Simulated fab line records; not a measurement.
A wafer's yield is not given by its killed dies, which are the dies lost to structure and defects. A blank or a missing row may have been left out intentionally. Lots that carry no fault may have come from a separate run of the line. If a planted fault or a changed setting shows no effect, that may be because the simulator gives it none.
Which tool did it?	flow nand harc	33 wafers from 11 lots sampled at 4 of the route's 1302 steps

## WHAT THE GAUGES SHOWED, per wafer
NHARC_P_CONTACT_CD_MEAS_12 targets a cd of 90 nm.
lot	measured	on	cd nm (nm)
L553	day 6 08:28	cd sem-02	90.3 89.9 89.8
L555	day 6 23:17	cd sem-01	90.6 89.9 90.6
L558	day 8 11:43	cd sem-01	90.3 89.2 89.7
L559	day 8 18:11	cd sem-01	91.2 90.0 90.5
L561	day 9 11:27	cd sem-03	91.9 92.7 92.2
L566	day 11 23:08	cd sem-02	90.3 90.0 90.2
L568	day 12 23:40	cd sem-01	89.4 89.1 90.1
L569	day 13 01:38	cd sem-02	90.4 89.9 89.9
L571	day 14 02:51	cd sem-01	89.8 89.6 89.8
L573	day 14 22:16	cd sem-01	91.3 90.2 90.7
L575	day 15 09:52	cd sem-01	89.2 89.0 90.1

## WHICH TOOL RAN EACH LOT (tool, then ch and the chambers of the sampled wafers, then the start)
lot	NHARC_P_GATE_RTA_82	NHARC_P_CONTACT_DEP_30	NHARC_P_CONTACT_EXPOSE_09
L553	rtp anneal-01 ch 0, day 6 06:43	pecvd-02 ch 0,1,2, day 6 06:55	arfi scanner-03 ch 0, day 6 08:20
L555	rtp anneal-02 ch 0, day 6 21:29	pecvd-02 ch 0,1,2, day 6 21:47	arfi scanner-01 ch 0, day 6 23:08
L558	rtp anneal-02 ch 0, day 8 10:02	pecvd-02 ch 0,1,2, day 8 10:18	arfi scanner-01 ch 0, day 8 11:35
L559	rtp anneal-02 ch 0, day 8 16:22	pecvd-04 ch 0,1,2, day 8 16:38	arfi scanner-03 ch 0, day 8 18:02
L561	rtp anneal-01 ch 0, day 9 09:47	pecvd-01 ch 1,2, day 9 10:04	arfi scanner-03 ch 0, day 9 11:19
L566	rtp anneal-02 ch 0, day 11 21:19	pecvd-02 ch 0,2, day 11 21:35	arfi scanner-03 ch 0, day 11 22:59
L568	rtp anneal-01 ch 0, day 12 21:51	pecvd-04 ch 0,1,2, day 12 22:11	arfi scanner-03 ch 0, day 12 23:31
L569	rtp anneal-02 ch 0, day 12 23:52	pecvd-02 ch 0,1, day 13 00:08	arfi scanner-01 ch 0, day 13 01:31
L571	rtp anneal-01 ch 0, day 14 01:01	pecvd-04 ch 0,1,2, day 14 01:17	arfi scanner-03 ch 0, day 14 02:43
L573	rtp anneal-01 ch 0, day 14 20:37	pecvd-04 ch 0,1,2, day 14 20:53	arfi scanner-02 ch 0, day 14 22:07
L575	rtp anneal-02 ch 0, day 15 08:04	pecvd-02 ch 0,2, day 15 08:22	arfi scanner-03 ch 0, day 15 09:43
- NHARC_P_GATE_RTA_82: time 30 s.
- NHARC_P_CONTACT_DEP_30: deposits SiNx, target thk 30 nm.
- NHARC_P_CONTACT_EXPOSE_09: exposes mask P CA, target cd 90 nm.

## THE ANSWER, worked out from the rows above alone
Rule: usual is defined by the lots themselves. The widest of any qualifying gaps counts: lots, ordered by their means at a reading, are off when they make up no more than a third of the lots, leave a main group of 4 or more, and stand apart from it by 3 or more times the standard deviation of that group's means. A main group whose means are all the same, to the digits that the tables above print for the reading, isn't used. A lot without any number at a reading at which 4 lots or more have one is off too. Any other lot the step has rows for is counted as sound.
Off at NHARC_P_CONTACT_CD_MEAS_12 (cd nm): L561. The main group has a mean of 90.0 nm with a standard deviation of 0.41.
If a tool, at a process step before that reading, ran all the lots that are off and no sound lot after the first of them, it fits. The gauges at NHARC_P_CONTACT_CD_MEAS_12 are tried like those tools. This does not decide it: 2 tools fit, namely pecvd-01 at NHARC_P_CONTACT_DEP_30 and cd sem-03 at NHARC_P_CONTACT_CD_MEAS_12.

## WHAT THE SIMULATOR HAD INSERTED
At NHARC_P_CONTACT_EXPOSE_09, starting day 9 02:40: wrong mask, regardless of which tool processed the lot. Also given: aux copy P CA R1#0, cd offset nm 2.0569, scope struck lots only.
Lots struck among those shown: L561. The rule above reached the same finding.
